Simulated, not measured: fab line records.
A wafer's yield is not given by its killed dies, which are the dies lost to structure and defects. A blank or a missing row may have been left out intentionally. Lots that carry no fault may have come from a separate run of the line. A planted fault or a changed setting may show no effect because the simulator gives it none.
Matching of chambers    flow n5_finfet    N5_BEOL_M3_ALD_84 on ald_metal-01 has 4 sister chambers
The step deposits TaN, pulse time 2 s, purge time 3 s, co reactant purge time 2 s. 27 wafers are shown with their chamber, then 12 later ones without.

WAFERS WITH THEIR CHAMBER
wafer   chamber  heater_power_w (W)  mfc_carrier_sccm (sccm)  chamber_pressure_Torr (Torr)
L074.4  3        393                 1502                     3.009
L074.5  2        416                 1502                     2.998
L074.6  1        510                 1498                     2.993
L075.2  2        424                 1496                     3.004
L075.4  3        399                 1504                     3.000
L075.6  2        409                 1493                     2.998
L081.2  1        509                 1494                     3.023
L081.4  2        416                 1496                     2.992
L081.5  2        424                 1505                     3.011
L082.1  2        411                 1501                     2.994
L082.3  0        531                 1499                     3.002
L082.5  1        517                 1502                     2.998
L085.1  2        414                 1502                     3.009
L085.2  1        518                 1498                     3.000
L085.6  2        416                 1498                     3.010
L084.2  0        514                 1503                     2.993
L084.4  1        509                 1497                     2.991
L084.6  0        528                 1501                     3.011
L086.3  2        425                 1494                     2.989
L086.4  0        522                 1500                     2.998
L086.5  0        514                 1499                     2.994
L089.2  0        503                 1496                     2.995
L089.3  3        414                 1502                     3.010
L089.5  1        510                 1508                     2.995
L090.3  2        417                 1501                     2.998
L090.4  1        519                 1499                     3.004
L090.5  1        512                 1502                     3.009

SIGNATURES (means of the wafers above)
reading                chamber 0  chamber 1  chamber 2  chamber 3  scatter within a chamber
heater_power_w         518.67     513.00     417.20     402.00     7.15
mfc_carrier_sccm       1499.67    1499.75    1498.80    1502.67    3.59
chamber_pressure_Torr  2.99883    3.00163    3.00030    3.00633    0.00835
Rule: for each reading, subtract the chamber's mean from the wafer's reading, divide by that reading's scatter and square the result; add these up over the readings and take the root, which gives the wafer's distance from the chamber. The wafer belongs to the nearest chamber; if the next one is less than 2 further off, it can't be placed. The scatter is the square root of a quotient: the sum, over the shown wafers, of each reading's squared deviation from its chamber's mean, divided by wafers minus chambers.

WAFERS MISSING THEIR CHAMBER
wafer   heater_power_w (W)  mfc_carrier_sccm (sccm)  chamber_pressure_Torr (Torr)
L093.2  509                 1502                     3.009
L093.3  412                 1505                     3.001
L093.4  401                 1500                     2.990
L095.2  399                 1508                     2.982
L095.3  515                 1499                     2.996
L095.4  413                 1495                     2.986
L097.2  398                 1503                     2.992
L097.4  409                 1509                     3.003
L097.5  402                 1499                     2.998
L096.1  402                 1508                     2.994
L096.2  528                 1507                     3.005
L096.4  521                 1498                     3.000

WHICH CHAMBER EACH ONE RAN IN
wafer   from the rows above      in truth
L093.2  can't be placed: 1 or 0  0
L093.3  can't be placed: 3 or 2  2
L093.4  can't be placed: 3 or 2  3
L095.2  can't be placed: 3 or 2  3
L095.3  can't be placed: 0 or 1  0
L095.4  can't be placed: 2 or 3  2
L097.2  can't be placed: 3 or 2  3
L097.4  can't be placed: 3 or 2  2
L097.5  can't be placed: 3 or 2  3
L096.1  can't be placed: 3 or 2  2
L096.2  can't be placed: 0 or 1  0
L096.4  can't be placed: 0 or 1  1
Correct placement for 0 of the 12. These rows do not allow placing 12 (true chamber among the candidates in 12). Placed wrongly: 0.
